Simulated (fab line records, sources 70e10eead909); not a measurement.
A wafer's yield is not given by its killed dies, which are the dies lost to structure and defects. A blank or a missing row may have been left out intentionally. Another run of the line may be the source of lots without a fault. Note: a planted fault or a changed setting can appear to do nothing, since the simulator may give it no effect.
Which of the tools did it? | flow nand-harc | 6 lots, 18 wafers sampled, at 3 steps of a route of 1159

== WHAT EACH GAUGE READ, for each wafer ==
NHARC_A_ONON_D1_THK_MEAS_18: measures by ellipsometry.
lot  | measured     | on            | thk-nm (nm)
L106 | day 8 07:28  | film-metro-02 | 1005 1004 1003
L113 | day 9 23:42  | film-metro-02 | 699 701 700
L119 | day 11 06:07 | film-metro-01 | 996 998 996
L124 | day 12 10:02 | film-metro-01 | 1008 1010 1009
L125 | day 13 13:35 | film-metro-02 | 1011 1011 1010
L127 | day 13 13:33 | film-metro-01 | 1008 1006 1006

== WHICH TOOL RAN EACH LOT (tool, then ch and the chambers of the sampled wafers, then the start) ==
lot  | NHARC_A_ZERO_WELL_DESCUM_12        | NHARC_A_ONON_D1_DEP_16
L106 | rie-diel-06 ch 1,2, day 7 00:40    | pecvd-onon-02 ch 0, day 8 06:58
L113 | rie-diel-06 ch 0,2,3, day 8 10:40  | pecvd-onon-02 ch 0, day 9 23:12
L119 | rie-diel-08 ch 0,1,2, day 9 21:55  | pecvd-onon-01 ch 0, day 11 05:43
L124 | rie-diel-08 ch 0,2, day 10 23:46   | pecvd-onon-04 ch 0, day 12 09:31
L125 | rie-diel-05 ch 2,3, day 12 03:59   | pecvd-onon-04 ch 0, day 13 13:11
L127 | rie-diel-05 ch 0,2,3, day 12 05:27 | pecvd-onon-01 ch 0, day 13 13:06
- NHARC_A_ZERO_WELL_DESCUM_12: chemistry O2, time 3 s.
- NHARC_A_ONON_D1_DEP_16: target thk 1000 nm.

== THE ANSWER, worked out from the rows above alone ==
Rule: the usual values come from the lots themselves. The widest of any qualifying gaps counts: lots, ordered by their means at a reading, are off when they make up no more than a third of the lots, leave a main group of 4 or more, and stand apart from it by 3 or more times the standard deviation of that group's means. The tables above print the reading to a certain number of digits; a main group whose means all agree to those digits is not used. A lot without any number at a reading at which 4 lots or more have one is off too. Where the step has rows for the other lots, those lots are counted as sound.
Off: L113 (NHARC_A_ONON_D1_THK_MEAS_18, thk-nm). The main group has a mean of 1005 nm with a standard deviation of 4.9.
If a tool, at a process step before that reading, ran all the lots that are off and no sound lot after the first of them, it fits. The gauges at NHARC_A_ONON_D1_THK_MEAS_18 are tried like those tools. Undecided on this evidence; 2 tools fit (rie-diel-06 at NHARC_A_ZERO_WELL_DESCUM_12, pecvd-onon-02 at NHARC_A_ONON_D1_DEP_16).

== WHAT THE SIMULATOR HAD PUT IN ==
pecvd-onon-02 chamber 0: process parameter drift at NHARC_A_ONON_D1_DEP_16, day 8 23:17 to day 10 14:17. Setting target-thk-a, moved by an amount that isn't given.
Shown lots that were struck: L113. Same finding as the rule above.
